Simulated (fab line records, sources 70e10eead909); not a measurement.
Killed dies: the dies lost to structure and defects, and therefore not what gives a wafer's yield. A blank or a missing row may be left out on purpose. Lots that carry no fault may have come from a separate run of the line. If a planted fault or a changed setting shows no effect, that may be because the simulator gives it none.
Which tool did it?    flow nand_harc    11 lots with 33 wafers sampled at 5 steps, on a route of 1302 steps

WHAT THE GAUGES SHOWED, per wafer
NHARC_END_SORT_01. Usual: killed_at_array 55, standard deviation 12; killed_at_other 1.0, standard deviation 1.2; killed_at_periphery 3.9, standard deviation 2.6; killed_dies 60, standard deviation 12; killed_open 3.3, standard deviation 1.9; killed_short 2.5, standard deviation 1.8.
lot   measured      on         killed_at_array  killed_at_other  killed_at_periphery  killed_dies  killed_open  killed_short  flag
L579  day 25 10:31  prober-02  68 75 71         3 4 2            4 3 3                75 82 76     3 1 2        2 1 2         
L582  day 27 16:29  prober-02  672 668 666      0 3 4            5 6 7                677 677 677  3 2 4        1 2 3         OFF
L584  day 28 01:38  prober-01  674 670 672      2 4 1            1 3 4                677 677 677  2 4 6        1 2 1         OFF
L591  day 31 04:52  prober-01  66 66 64         6 3 4            3 1 1                75 70 69     4 0 2        4 2 4         
L593  day 31 12:39  prober-01  52 58 52         0 1 0            3 4 8                55 63 60     5 4 4        0 1 0         
L595  day 32 02:43  prober-02  38 38 43         0 0 0            0 6 1                38 44 44     3 3 6        2 6 6         

WHICH TOOL RAN EACH LOT (tool, then ch and the chambers of the sampled wafers, then the start)
lot   NHARC_A_STAIRCASE_ETCH_199                     NHARC_A_STAIRCASE_TRIM_202                     NHARC_A_STAIRCASE_TRIM_229          NHARC_A_STAIRCASE_ETCH_230
L578  rie_diel-02 ch 1,2, day 16 10:32 or earlier    rie_diel-02 ch 0,3, day 16 10:32 or earlier    rie_diel-11 ch 1,2, day 16 10:32    rie_diel-11 ch 0,3, day 16 10:44
L577  rie_diel-11 ch 0,1, day 16 10:46 or earlier    rie_diel-11 ch 0,3, day 16 10:46 or earlier    rie_diel-02 ch 0,1,2, day 16 10:46  rie_diel-02 ch 0,1,3, day 16 10:56
L579  rie_diel-02 ch 0,1,2, day 17 06:22 or earlier  rie_diel-02 ch 1,2,3, day 17 06:22 or earlier  rie_diel-02 ch 0,1,2, day 17 06:22  rie_diel-02 ch 1,2,3, day 17 06:34
L582  rie_diel-02 ch 0,1,2, day 19 00:31 or earlier  rie_diel-02 ch 0,1,3, day 19 00:31 or earlier  rie_diel-02 ch 0,2,3, day 19 00:31  rie_diel-02 ch 0,1,3, day 19 00:43
L584  rie_diel-02 ch 2,3, day 19 18:55 or earlier    rie_diel-02 ch 0,2,3, day 19 18:55 or earlier  rie_diel-11 ch 0,2,3, day 19 18:55  rie_diel-11 ch 1,2, day 19 19:04
L591  rie_diel-02 ch 0,2,3, day 22 16:08 or earlier  rie_diel-02 ch 1,3, day 22 16:08 or earlier    rie_diel-11 ch 1,2,3, day 22 16:08  rie_diel-11 ch 0,1,3, day 22 16:17
L593  rie_diel-11 ch 1,2, day 23 04:16 or earlier    rie_diel-11 ch 0,3, day 23 04:16 or earlier    rie_diel-11 ch 1,3, day 23 04:16    rie_diel-11 ch 0,3, day 23 04:26
L594  rie_diel-02 ch 1,2,3, day 23 13:13 or earlier  rie_diel-02 ch 0,1,3, day 23 13:13 or earlier  rie_diel-10 ch 0,1,2, day 23 13:13  rie_diel-10 ch 1,3, day 23 13:24
L595  rie_diel-11 ch 1,2, day 23 23:52 or earlier    rie_diel-11 ch 1,2, day 23 23:52 or earlier    rie_diel-11 ch 0,1, day 23 23:52    rie_diel-11 ch 0,1,3, day 24 00:02
L597  rie_diel-10 ch 0,1,2, day 24 16:43 or earlier  rie_diel-10 ch 1,2, day 24 16:43 or earlier    rie_diel-11 ch 0,3, day 24 16:43    rie_diel-11 ch 0,2,3, day 24 16:55
L598  rie_diel-10 ch 1,2,3, day 25 08:44 or earlier  rie_diel-10 ch 0,2,3, day 25 08:44 or earlier  rie_diel-02 ch 0,1,3, day 25 08:44  rie_diel-02 ch 0,1, day 25 08:52
- NHARC_A_STAIRCASE_ETCH_199: etches the open film in C4F8/O2, target depth 100 nm, time 40.5 s.
- NHARC_A_STAIRCASE_TRIM_202: chemistry O2, time 211.2 s.
- NHARC_A_STAIRCASE_TRIM_229: chemistry O2, time 211.2 s.
- NHARC_A_STAIRCASE_ETCH_230: etches the open film in C4F8/O2, target depth 100 nm, time 40.5 s.

AS READ BY THE TOOLS THEMSELVES (means over the sampled wafers that have a number; for cases with no such wafer, the mark the record gives instead)
NHARC_A_STAIRCASE_ETCH_199. Usual: bias_w 1000 W, standard deviation 3.4; chamber_pressure_mTorr 25.000 mTorr, standard deviation 0.022; oes_product_au 0.944 a.u., standard deviation 0.012; rf_vpp_V 897 V, standard deviation 6.
lot   tool         bias_w (W)  chamber_pressure_mTorr (mTorr)  oes_product_au (a.u.)  rf_vpp_V (V)  flag
L578  rie_diel-02  999         24.999                          0.939                  902           
L577  rie_diel-11  995         25.022                          0.950                  902           
L579  rie_diel-02  1005        25.000                          0.936                  898           
L582  rie_diel-02  1004        25.004                          0.930                  898           
L584  rie_diel-02  999         24.996                          0.939                  898           
L591  rie_diel-02  1001        25.007                          0.942                  895           
L593  rie_diel-11  999         24.988                          0.946                  904           
L594  rie_diel-02  997         24.976                          0.945                  899           
L595  rie_diel-11  1001        24.991                          0.950                  901           
L597  rie_diel-10  999         25.020                          0.950                  898           
L598  rie_diel-10  1000        24.988                          0.944                  899           

NHARC_A_STAIRCASE_TRIM_202. Usual: drypump_motor_current_A 5.8 A, standard deviation 0.52; oes_product_au 1.000 a.u., standard deviation 0.011; rf_vpp_V 57.8 V, standard deviation 0.9; showerhead_plenum_p_Torr 3.56 Torr, standard deviation 0.17; throttle_valve_pct 17.037 %, standard deviation 0.0088.
lot   tool         drypump_motor_current_A (A)  oes_product_au (a.u.)  rf_vpp_V (V)  showerhead_plenum_p_Torr (Torr)  throttle_valve_pct (%)  flag
L578  rie_diel-02  5.5                          1.006                  57.6          3.45                             17.043                  
L577  rie_diel-11  5.7                          0.996                  57.7          3.62                             17.025                  
L579  rie_diel-02  5.7                          0.997                  57.7          3.63                             17.042                  
L582  rie_diel-02  5.5                          0.996                  58.3          3.52                             17.041                  
L584  rie_diel-02  5.8                          0.995                  58.3          3.48                             17.034                  
L591  rie_diel-02  5.3                          1.006                  57.1          3.64                             17.039                  
L593  rie_diel-11  5.7                          1.009                  58.1          3.59                             17.045                  
L594  rie_diel-02  5.5                          0.981                  56.8          3.50                             17.047                  
L595  rie_diel-11  5.6                          1.007                  58.4          3.66                             17.030                  
L597  rie_diel-10  5.6                          1.010                  58.3          3.64                             17.034                  
L598  rie_diel-10  5.8                          1.005                  58.6          3.67                             17.042                  

NHARC_A_STAIRCASE_TRIM_229. Usual: drypump_motor_current_A 5.8 A, standard deviation 0.46; oes_product_au 1.000 a.u., standard deviation 0.0085; rf_vpp_V 57.7 V, standard deviation 0.89; showerhead_plenum_p_Torr 3.56 Torr, standard deviation 0.17; throttle_valve_pct 17.037 %, standard deviation 0.0096.
lot   tool         drypump_motor_current_A (A)  oes_product_au (a.u.)  rf_vpp_V (V)  showerhead_plenum_p_Torr (Torr)  throttle_valve_pct (%)  flag
L578  rie_diel-11  5.6                          1.005                  57.5          3.51                             17.036                  
L577  rie_diel-02  5.9                          0.987                  58.4          3.58                             17.037                  
L579  rie_diel-02  5.8                          0.991                  58.5          3.57                             17.032                  
L582  rie_diel-02  5.9                          0.991                  57.5          3.49                             17.038                  
L584  rie_diel-11  5.9                          1.001                  58.3          3.63                             17.042                  
L591  rie_diel-11  5.9                          1.003                  57.3          3.58                             17.042                  
L593  rie_diel-11  6.0                          1.007                  58.0          3.42                             17.039                  
L594  rie_diel-10  5.7                          1.002                  58.1          3.59                             17.035                  
L595  rie_diel-11  5.4                          0.998                  58.1          3.67                             17.038                  
L597  rie_diel-11  5.7                          1.001                  57.2          3.58                             17.043                  
L598  rie_diel-02  5.5                          0.996                  57.5          3.49                             17.032                  

NHARC_A_STAIRCASE_ETCH_230. Usual: bias_w 1000 W, standard deviation 3.2; chamber_pressure_mTorr 25.000 mTorr, standard deviation 0.024; oes_product_au 0.950 a.u., standard deviation 0.02; rf_vpp_V 898 V, standard deviation 6.
lot   tool         bias_w (W)  chamber_pressure_mTorr (mTorr)  oes_product_au (a.u.)  rf_vpp_V (V)  flag
L578  rie_diel-11  997         24.989                          0.926                  899           
L577  rie_diel-02  1000        25.020                          0.940                  896           
L579  rie_diel-02  999         25.000                          0.954                  900           
L582  rie_diel-02  -           -                               -                      -             OFF
L584  rie_diel-11  -           -                               -                      -             OFF
L591  rie_diel-11  1001        25.003                          0.939                  896           
L593  rie_diel-11  999         25.010                          0.963                  898           
L594  rie_diel-10  1000        24.998                          0.954                  897           
L595  rie_diel-11  1003        25.018                          0.944                  897           
L597  rie_diel-11  996         24.987                          0.931                  898           
L598  rie_diel-02  1003        25.014                          0.929                  893           

THE ANSWER, worked out from the rows above alone
Rule: a lot is off if the mean of its wafers that have a number lies more than 3 standard deviations from the usual mean. A lot without any number at a reading at which 4 lots or more have one is off too. Any other lot the step has rows for is counted as sound. After the gauges, taken in route order, come the tools' own readings; for these a lot's mean is taken, as printed above. At the first step where some lot is off, the reading lying furthest off is the one used; lots without a number count as furthest.
Off at NHARC_END_SORT_01 (killed_at_array): L582, L584. Neither off nor sound, because the step has no rows for them: L578, L577, L594, L597, L598.
If a tool, at a process step before that reading, ran all the lots that are off and no sound lot after the first of them, it fits. The gauges at NHARC_END_SORT_01 aren't tried: what is off there is off at NHARC_A_STAIRCASE_ETCH_230 too, on other tools, and a gauge's error can't cause that. With no start given for some of its lots, NHARC_A_STAIRCASE_ETCH_199 uses the hours and lot order of NHARC_A_STAIRCASE_TRIM_229. With no start given for some of its lots, NHARC_A_STAIRCASE_TRIM_202 uses the hours and lot order of NHARC_A_STAIRCASE_TRIM_229. None of those tried fits.

WHAT WAS PUT IN BY THE SIMULATOR
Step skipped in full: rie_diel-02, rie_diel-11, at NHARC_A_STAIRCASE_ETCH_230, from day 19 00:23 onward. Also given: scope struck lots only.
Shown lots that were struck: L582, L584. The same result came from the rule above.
